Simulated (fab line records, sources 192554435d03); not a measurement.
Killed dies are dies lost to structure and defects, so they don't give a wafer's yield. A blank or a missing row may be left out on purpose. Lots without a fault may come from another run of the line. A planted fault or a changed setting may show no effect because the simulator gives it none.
A struck lot beside a sound one | flow n5_finfet | 36 steps out of a route of 1938
Sound: wafers L679.1, L679.5, L679.6. Struck: wafers L686.2, L686.3, L686.5. The cause comes at the end.
At each step with rows: each side's tool, then ch and its chambers, then its first start. Under that, the readings that differ: sound wafers | struck wafers | difference of the means | sigmas: that difference in standard deviations of wafers without a fault.
alike: readings whose means differ by less than 2 such deviations, and words and numbers that are the same on both sides. not compared: withheld readings, readings that some wafer has no value for, bounds like >300 that may hide the same value, and numbers for which the record gives no deviation and whose values overlap.
The two part at a step that has a row with sigmas, a row that says differs or no value, or rows on one side only. Numbers that don't overlap but have no deviation are shown without sigmas and don't part them. A reading that every wafer of one side lacks parts them only if that side has two wafers or more.

first, 9 steps without rows for these wafers: N5_BEOL_M4_ANNEAL_95 (time 240 s); N5_BEOL_M4_SPUTTER_96 (material Cu, target thk 4.5 nm, time 8.29 s); N5_BEOL_M4_ECD_50 (material Cu, target thk 300 nm); N5_BEOL_M4_ANNEAL_51 (time 90 s); N5_BEOL_M4_CMP_52 (polishes, stops on SiOC, t overpolish 6.8 s, target thk 40 nm); N5_BEOL_M4_PRE_CLEAN_60 (time 15 s); N5_BEOL_M4_CO_CAP_55 (material Co, precursor CCTBA/H2, target thk 2 nm, time 102.1 s); N5_BEOL_M4_PRE_CLEAN_56 (time 15 s); N5_BEOL_M4_DEP_57 (deposits SiCN from 3MS/NH3, target thk 8 nm, time 14 s).
N5_BEOL_M4_RC_MEAS_101:
  sound on prober-02 ch 0, day 9 17:40; struck on prober-01 ch 0, day 11 20:44
  alike: DIBL_N, DIBL_P, IOFF_N, IOFF_P, ION_N, ION_P, SS_N, SS_P, VT_N, VT_P
then, 24 steps without rows for these wafers: N5_BEOL_M5_ILD_DEP_00 (deposits SiCOH lowk from DEMS/porogen, target thk 140.64 nm, time 25.9 s); N5_BEOL_M5_CURE_79 (cures SiCOH lowk, time 240 s); N5_BEOL_M5_PECVD_70 (deposits SiO2 from TEOS/O2, target thk 16 nm, time 18 s); N5_BEOL_M5_HM_DEP_02 (deposits TiN, target thk 20 nm); N5_BEOL_M5_COAT_59 (time 60 s, resist thk 60 nm); N5_BEOL_M5_COAT_60 (time 60 s, resist thk 12 nm); N5_BEOL_M5_COAT_71 (time 60 s, resist thk 5 nm); N5_BEOL_M5_COAT_05 (resist thk 30 nm); N5_BEOL_M5_EBR_07; N5_BEOL_M5_SOFTBAKE_06 (time 60 s); N5_BEOL_M5_EXPOSE_08 (exposes mask M5, target cd 28 nm); N5_BEOL_M5_PEB_09 (peb time 60 s); N5_BEOL_M5_DEVELOP_10 (develop time 30 s); N5_BEOL_M5_DESCUM_16 (chemistry O2, time 7 s); N5_BEOL_M5_ETCH_72 (etches underlayer in N2/H2, target depth 6.5 nm, time 5.2 s); N5_BEOL_M5_ETCH_61 (etches SiARC in CF4, target depth 15.6 nm, time 26 s); N5_BEOL_M5_ETCH_62 (etches SOC in N2/H2, target depth 75 nm, overetch 15 nm, time 112.5 s); N5_BEOL_M5_STRIP_63 (strips in N2/H2); N5_BEOL_M5_STRIP_73 (strips in N2/H2); N5_BEOL_M5_STRIP_64 (strips in CF4); N5_BEOL_M5_HM_OPEN_17 (chemistry Cl2/BCl3, target TiN, target depth 20 nm, overetch 6 nm); N5_BEOL_M5_STRIP_19 (strips in O2); N5_BEOL_M5_COAT_65 (time 60 s, resist thk 60 nm); N5_BEOL_M5_COAT_66 (time 60 s, resist thk 12 nm).
-- the record jumps here: 3 days lie between the struck wafers' starts before and after (it left off in module BEOL_M5 and takes up again in module BEOL_M12, whose first step shown is number 1656 of the route) --
N5_BEOL_M12_DEP_53: deposits SiCN from 3MS/NH3, target thk 30 nm, time 10.5 s.
  sound on pecvd-01 ch 0,2, day 12 12:10; struck on pecvd-04 ch 0,1,2, day 14 22:14
  no value came back on the struck wafers for any of 5 readings (chamber_pressure_Torr (Torr), rf_fwd_power_W (W) and others); on the sound wafers chamber_pressure_Torr (Torr) reads 2.999 2.986 3.004
  not compared: since_wet_clean_h
N5_PASSIVATION_PROBE_49:
  the record has rows for the struck wafers here (prober-01, day 16 05:00) and none for the sound ones

WHERE THEY PART
First at N5_BEOL_M12_DEP_53; last, within this record, at N5_PASSIVATION_PROBE_49.

WHY: what the simulator had put in
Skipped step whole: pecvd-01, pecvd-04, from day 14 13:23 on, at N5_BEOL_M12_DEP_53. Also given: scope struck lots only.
